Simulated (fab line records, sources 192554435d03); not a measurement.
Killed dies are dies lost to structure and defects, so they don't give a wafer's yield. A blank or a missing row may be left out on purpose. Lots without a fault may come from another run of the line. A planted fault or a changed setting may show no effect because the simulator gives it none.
Chamber matching | flow n5_finfet | N5_BEOL_M11_VIA_ETCH_34 on rie_diel-05: 4 sister chambers
The step etches SiCOH lowk in C4F6/O2, target depth 184.5 nm, time 69.2 s. 7 wafers are shown with their chamber, then 9 later ones without.

WAFERS WITH THEIR CHAMBER
wafer  | chamber | showerhead_plenum_p_Torr (Torr) | rf_vpp_V (V)
L081.5 | 2       | 3.02                            | 642
L082.1 | 1       | 2.81                            | 649
L085.2 | 2       | 3.01                            | 641
L085.6 | 0       | 2.80                            | 658
L086.3 | 0       | 2.80                            | 659
L086.4 | 3       | 2.74                            | 660
L086.6 | 3       | 2.74                            | 660

WAFERS WITHOUT THEIR CHAMBER
wafer  | showerhead_plenum_p_Torr (Torr) | rf_vpp_V (V)
L090.2 | 2.80                            | 658
L090.5 | 2.81                            | 649
L090.6 | 2.80                            | 658
L091.1 | 3.01                            | 641
L091.4 | 2.80                            | 650
L091.5 | 2.73                            | 660
L092.1 | 2.80                            | 651
L092.2 | 3.01                            | 643
L092.5 | 2.80                            | 649

WHICH CHAMBER EACH WENT THROUGH
wafer  | from the rows above | in truth
L090.2 | 0                   | 0
L090.5 | 1                   | 1
L090.6 | 0                   | 0
L091.1 | 2                   | 2
L091.4 | 1                   | 1
L091.5 | 3                   | 3
L092.1 | 1                   | 1
L092.2 | 2                   | 2
L092.5 | 1                   | 1
Placed correctly: 9 of 9. Can't be placed from these rows: 0. Placed wrongly: 0.
How it was worked out, from the rows above alone: a wafer's distance from a chamber is the root of the sum, over the readings, of the square of ((its reading less the chamber's mean) divided by the reading's scatter). The wafer belongs to the nearest chamber; if the next one is less than 2 further off, it can't be placed. A chamber's mean is the mean of its shown wafers. The scatter: the root of (the sum of the squares of (reading less its chamber's mean) over the shown wafers, divided by (wafers less chambers)).
